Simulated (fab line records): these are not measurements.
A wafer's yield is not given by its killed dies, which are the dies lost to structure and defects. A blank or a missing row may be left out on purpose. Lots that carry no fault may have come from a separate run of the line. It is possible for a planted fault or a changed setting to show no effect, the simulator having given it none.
fab line records -- flow nand_harc
record lots=5, wafers=15, last_day=33
route steps=1302 shown P_GATE@170 END@1302
lots untouched by any fault: they come from a run of this same line in which no faults occurred
start_h: start of the lot's first displayed wafer, in hours after the record's first day -- wait_h: hours since the lot's step before -- " identical to the entry in the row above -- L1.1+2: a row that stands for several wafers -- - no value present, or no start provided -- * or withheld: withheld -- < > ~ a bound
route shown NAME@n: NAME is a module with steps in the file, n the number in the route of the first one -- usual: the fault-free wafers' mean and standard deviation -- same: alike in all rows -- chamber/n: place in a boat -- sites: per-site readings -- _std_site: how widely they spread, as a standard deviation -- _edge_site: mean of outer sites minus mean of inner sites -- radius_mm: how far each site lies from the wafer's centre -- mask NAME#n: copy n -- behind: tool/chamber where the wafer was last shaped -- hold: what put the lot on hold/how long, in hours/how the hold closed -- device: whichever transistor did not switch (one of n, p or np) -- end of line: tests of these same wafers at the route's end -- a step with no rows: only its recipe -- killed: not the wafer's yield, but the dies lost to structure and defects at the first sort -- map: a wafer's dies, marking killed ones x, the rest . and places with no die _
set.NAME: the run value of the setting; set.NAME@STEP: its run value at that earlier step -- model.NAME: the simulator's own value behind a step, which no gauge read
lots seen at some steps along the route; tables by step, rows by wafer
services: a tool's chamber out of use, with start hour (start_h, from the record's first day; less than 0 if before it), hours out, and reason
## steps
# step NHARC_P_GATE_CD_MEAS_46
# recipe target_cd_nm=720, landing_energy_ev=500
# usual cd_nm=719.9/1.3
lot.wafer,tool,chamber,start_h,wait_h,cd_nm
L309.1,cd_sem-03,0,143.28,-,719.0
L309.2,cd_sem-03,0,143.28,-,719.4
L309.5,cd_sem-03,0,143.28,-,719.2
L320.1,cd_sem-01,0,252.21,-,719.5
L320.2,cd_sem-01,0,252.21,-,720.2
L320.4,cd_sem-01,0,252.21,-,720.7
L322.1,cd_sem-03,0,276.28,-,718.2
L322.3,cd_sem-03,0,276.28,-,717.1
L322.4,cd_sem-03,0,276.28,-,717.8
L323.1,cd_sem-01,0,284.96,-,718.8
L323.3,cd_sem-01,0,284.96,-,721.1
L323.6,cd_sem-01,0,284.96,-,718.5
L328.2,cd_sem-03,0,338.50,-,721.1
L328.4,cd_sem-03,0,338.50,-,721.1
L328.6,cd_sem-03,0,338.50,-,720.3
# step NHARC_P_GATE_HARDBAKE_47
# recipe temp_c=125, time_s=80
# step NHARC_P_GATE_DESCUM_48
# recipe time_s=3, o2_flow_sccm=200, ar_flow_sccm=0, bias_power_w=0, chemistry=O2
# usual drypump_motor_current_A=5.7/0.51, oes_product_au=1.001/0.007, rf_vpp_V=58.0/0.84, showerhead_plenum_p_Torr=1.94/0.085, throttle_valve_pct=11.310/0.0086
lot.wafer,tool,chamber,start_h,wait_h,drypump_motor_current_A,oes_product_au,rf_hours_counter_h,rf_vpp_V,showerhead_plenum_p_Torr,throttle_valve_pct
L309.1,rie_diel-12,0,143.44,-,5.1,0.999,3,58.8,1.79,11.311
L309.2,rie_diel-12,3,143.44,-,6.2,1.000,2,57.0,1.90,11.304
L309.5,rie_diel-12,0,143.44,-,5.1,0.995,-,57.1,1.79,11.287
L320.2,rie_diel-12,2,252.37,-,5.8,1.004,8,57.2,1.95,11.320
L320.4,rie_diel-12,3,252.37,-,6.2,0.997,9,58.0,1.90,11.322
L320.1,rie_diel-12,1,252.37,-,5.4,0.998,9,57.4,1.91,11.317
L322.4,rie_diel-01,1,276.44,-,5.4,1.012,3,58.3,2.05,11.309
L322.1,rie_diel-01,3,276.44,-,6.4,1.004,4,58.1,1.91,11.309
L322.3,rie_diel-01,0,276.44,-,5.0,1.011,4,57.5,2.02,11.319
L323.3,rie_diel-12,3,285.12,-,6.2,0.993,0,57.9,1.90,11.307
L323.1,rie_diel-12,2,285.12,-,5.8,1.002,0,59.4,1.95,11.301
L323.6,rie_diel-12,3,285.12,-,6.2,1.000,-,57.2,1.90,11.302
L328.2,rie_diel-09,2,338.68,-,6.1,1.002,0,57.9,1.92,11.311
L328.4,rie_diel-09,2,338.68,-,6.1,0.998,-,57.1,1.92,11.313
L328.6,rie_diel-09,0,338.68,-,5.7,1.001,-,58.1,2.06,11.324
# step NHARC_P_GATE_IMPLANT_49
# recipe energy_kev=30, dose_cm2=3e+15, tilt_deg=7
# step NHARC_P_GATE_STRIP_111
# recipe power_w=1500, temp_c=110, time_s=250, chemistry=N2/H2
# usual drypump_motor_current_A=5.6/0.38, heater_power_w=96/3.1
lot.wafer,tool,chamber,start_h,wait_h,drypump_motor_current_A,heater_power_w,rf_hours_counter_h
L309.1,plasma_asher-02,0,143.81,0.2,6.0,97,12
L309.2,plasma_asher-02,1,143.81,0.2,5.0,96,12
L309.5,plasma_asher-02,0,143.81,0.2,6.0,97,-
L320.2,plasma_asher-01,1,252.74,0.2,5.9,93,18
L320.1,plasma_asher-01,0,252.74,0.2,5.5,97,18
L320.4,plasma_asher-01,1,252.74,0.2,5.9,92,-
L322.1,plasma_asher-02,0,276.82,0.2,6.0,98,4
L322.4,plasma_asher-02,0,276.82,0.2,6.0,97,-
L322.3,plasma_asher-02,1,276.82,0.2,5.0,98,-
L323.1,plasma_asher-02,0,285.54,0.2,6.0,97,7
L323.3,plasma_asher-02,1,285.54,0.2,5.0,99,-
L323.6,plasma_asher-02,0,285.54,0.2,6.0,97,-
L328.2,plasma_asher-02,0,339.10,0.2,6.0,96,17
L328.4,plasma_asher-02,1,339.10,0.2,5.0,97,-
L328.6,plasma_asher-02,1,339.10,0.2,5.0,101,-
# step NHARC_P_GATE_STRIP_75
# recipe power_w=1500, temp_c=250, chemistry=O2
# usual drypump_motor_current_A=5.6/0.39, heater_power_w=361/11
lot.wafer,tool,chamber,start_h,wait_h,drypump_motor_current_A,heater_power_w,rf_hours_counter_h
L309.1,plasma_asher-02,0,144.11,0.3,6.0,364,12
L309.2,plasma_asher-02,1,144.11,0.3,5.0,366,12
L309.5,plasma_asher-02,0,144.11,0.3,6.0,369,-
L320.2,plasma_asher-01,1,253.04,0.3,5.9,353,18
L320.1,plasma_asher-01,0,253.04,0.3,5.5,361,18
L320.4,plasma_asher-01,1,253.04,0.3,5.9,348,-
L322.1,plasma_asher-02,0,277.11,0.2,6.0,352,4
L322.4,plasma_asher-02,0,277.11,0.2,6.0,350,-
L322.3,plasma_asher-02,1,277.11,0.2,5.0,372,-
L323.1,plasma_asher-02,0,285.80,0.2,6.0,367,7
L323.3,plasma_asher-02,1,285.80,0.2,5.0,367,-
L323.6,plasma_asher-02,0,285.80,0.2,6.0,363,-
L328.2,plasma_asher-02,0,339.37,0.2,6.0,347,18
L328.4,plasma_asher-02,1,339.37,0.2,5.0,358,-
L328.6,plasma_asher-02,1,339.37,0.2,5.0,371,-
# step NHARC_P_GATE_STRIP_50
# recipe time_s=900, temp_c=130, chemistry=SPM
# step NHARC_P_GATE_DEHYDRATE_51
# recipe temp_c=150, time_s=120
# step NHARC_P_GATE_HMDS_52
# recipe time_s=30
# step NHARC_P_GATE_COAT_53
# recipe spin_rpm=3000
# step NHARC_P_GATE_SOFTBAKE_54
# recipe temp_c=122, time_s=95
# step NHARC_P_GATE_EBR_55
# step NHARC_P_GATE_EXPOSE_56
# recipe na=0.6, target_cd_nm=720, dose_mj=14.81, mask_id=P_PSD
lot.wafer,tool,chamber,start_h,wait_h,mask
L309.1+2+5,krf_scanner-02,0,144.88,-,P_PSD_R1#0
L320.1+2+4,krf_scanner-02,0,253.69,-,P_PSD#0
L322.1+3+4,krf_scanner-01,0,277.88,-,P_PSD#0
L323.1+3+6,krf_scanner-03,0,286.56,-,P_PSD#0
L328.2+4+6,krf_scanner-01,0,340.13,-,P_PSD#0
# step NHARC_P_GATE_PEB_57
# recipe peb_temp_c=118, peb_time_s=85
# step NHARC_P_GATE_DEVELOP_58
# recipe time_s=70
# step NHARC_P_GATE_CD_MEAS_59
# recipe target_cd_nm=720, landing_energy_ev=500
# usual cd_nm=719.6/1.3
lot.wafer,tool,chamber,start_h,wait_h,cd_nm
L309.1,cd_sem-02,0,145.04,-,773.6
L309.2,cd_sem-02,0,145.04,-,773.8
L309.5,cd_sem-02,0,145.04,-,774.7
L320.1,cd_sem-03,0,253.85,-,720.7
L320.2,cd_sem-03,0,253.85,-,720.9
L320.4,cd_sem-03,0,253.85,-,720.9
L322.1,cd_sem-03,0,278.04,-,719.0
L322.3,cd_sem-03,0,278.04,-,720.1
L322.4,cd_sem-03,0,278.04,-,718.9
L323.1,cd_sem-01,0,286.72,-,720.5
L323.3,cd_sem-01,0,286.72,-,721.6
L323.6,cd_sem-01,0,286.72,-,720.7
L328.2,cd_sem-03,0,340.29,-,720.0
L328.4,cd_sem-03,0,340.29,-,720.0
L328.6,cd_sem-03,0,340.29,-,720.5
# step NHARC_P_GATE_HARDBAKE_60
# recipe temp_c=125, time_s=80
# step NHARC_END_SORT_01
# recipe temp_c=25
# usual killed_at_array=59/19, killed_at_other=0.6/0.85, killed_at_periphery=3.8/2.5, killed_dies=64/19, killed_open=3.3/1.8, killed_short=2.2/1.6
# same gross_dies=677
lot.wafer,tool,chamber,start_h,wait_h,killed_at_array,killed_at_other,killed_at_periphery,killed_dies,killed_open,killed_short
L309.2,prober-01,0,606.71,2.8,82,0,3,85,4,1
L309.5,prober-01,0,609.08,3.7,80,0,6,86,5,0
L320.2,prober-01,0,701.09,2.8,65,0,3,68,4,0
L320.4,prober-01,0,702.70,3.4,64,1,1,66,4,1
# killed by level:class
L309.2 A_CHANNEL_HOLE_D1:chamber_film_flake=36 A_SLIT:chamber_film_flake=23 A_CHANNEL_HOLE_D2:chamber_film_flake=10 A_STAIRCASE:chamber_film_flake=4 A_CONTACT:chamber_film_flake=4 P_CONTACT:geometric_particle:open=1 A_ONON_D1:geometric_particle:open=1 A_CHANNEL_HOLE_D1:geometric_particle:open=1
L309.5 A_CHANNEL_HOLE_D1:chamber_film_flake=35 A_SLIT:chamber_film_flake=25 A_CHANNEL_HOLE_D2:chamber_film_flake=8 A_CONTACT:chamber_film_flake=5 A_CHANNEL_HOLE_D1:geometric_particle:open=2 A_CHANNEL_FILL_D2:geometric_particle:open=2 P_GATE:chamber_film_flake=2 P_GATE:area_expose=2
L320.2 A_SLIT:chamber_film_flake=39 A_CHANNEL_HOLE_D1:chamber_film_flake=21 A_CONTACT:chamber_film_flake=2 P_STI:geometric_particle:open=1 P_GATE:geometric_particle:open=1 A_CHANNEL_FILL_D1:geometric_particle:open=1 A_CONTACT:geometric_particle:open=1 A_STAIRCASE:chamber_film_flake=1
L320.4 A_CHANNEL_HOLE_D1:chamber_film_flake=30 A_SLIT:chamber_film_flake=26 A_STAIRCASE:chamber_film_flake=2 A_CONTACT:chamber_film_flake=2 P_ZERO_WELL:geometric_particle:short=1 A_CHANNEL_FILL_D1:geometric_particle:open=1 A_ONON_D2:geometric_particle:open=1 A_BLC:geometric_particle:open=1
## services
tool,chamber,start_h,hours,kind
krf_scanner-01,-,129.87,1.7,repair
rie_diel-09,-,136.42,0.7,repair
krf_scanner-01,-,140.00,4.0,pm
krf_scanner-03,-,140.34,0.6,repair
rie_diel-09,-,143.10,9.0,pm
plasma_asher-01,-,165.08,9.0,pm
rie_diel-12,0,177.55,8.0,repair
rie_diel-09,3,177.86,1.3,repair
krf_scanner-02,-,207.22,2.4,repair
plasma_asher-02,-,220.18,13.2,repair
rie_diel-12,2,231.05,7.4,repair
krf_scanner-01,-,243.13,5.1,repair
plasma_asher-02,-,249.01,9.0,pm
krf_scanner-02,-,266.00,4.0,pm
rie_diel-12,0,266.02,2.6,repair
rie_diel-12,-,268.40,9.0,pm
krf_scanner-01,-,287.46,0.3,repair
krf_scanner-01,-,291.04,2.0,repair
krf_scanner-01,-,312.00,4.0,pm
rie_diel-12,1,319.98,4.8,repair
krf_scanner-02,-,328.84,0.5,repair
rie_diel-12,2,330.61,3.5,repair
krf_scanner-02,-,337.12,0.8,repair
rie_diel-12,-,337.84,1.1,repair
## key
first_sign step=NHARC_P_GATE_EXPOSE_56, reading=mask, direction=changed
effect step=NHARC_P_GATE_CD_MEAS_59, reading=cd_nm, direction=up, sigmas=41, usual=719.6, struck=774.1
met_at NHARC_P_GATE_EXPOSE_56
struck_wafers L309.1,L309.2,L309.5
tester_left_out L309
fault kind=wrong_mask, tool=any, chamber=-, onset_h=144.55, steps=NHARC_P_GATE_EXPOSE_56, aux_copy=P_PSD_R1#0, cd_offset_nm=55.044, scope=struck_lots_only
# tester_left_out: of these lots the tester's yield and bins aren't shown, on N5 and GAA mostly nor the transistor test; their killed dies are dies lost to structure and defects alone, not to doping, threshold or leakage, so they don't give the yield
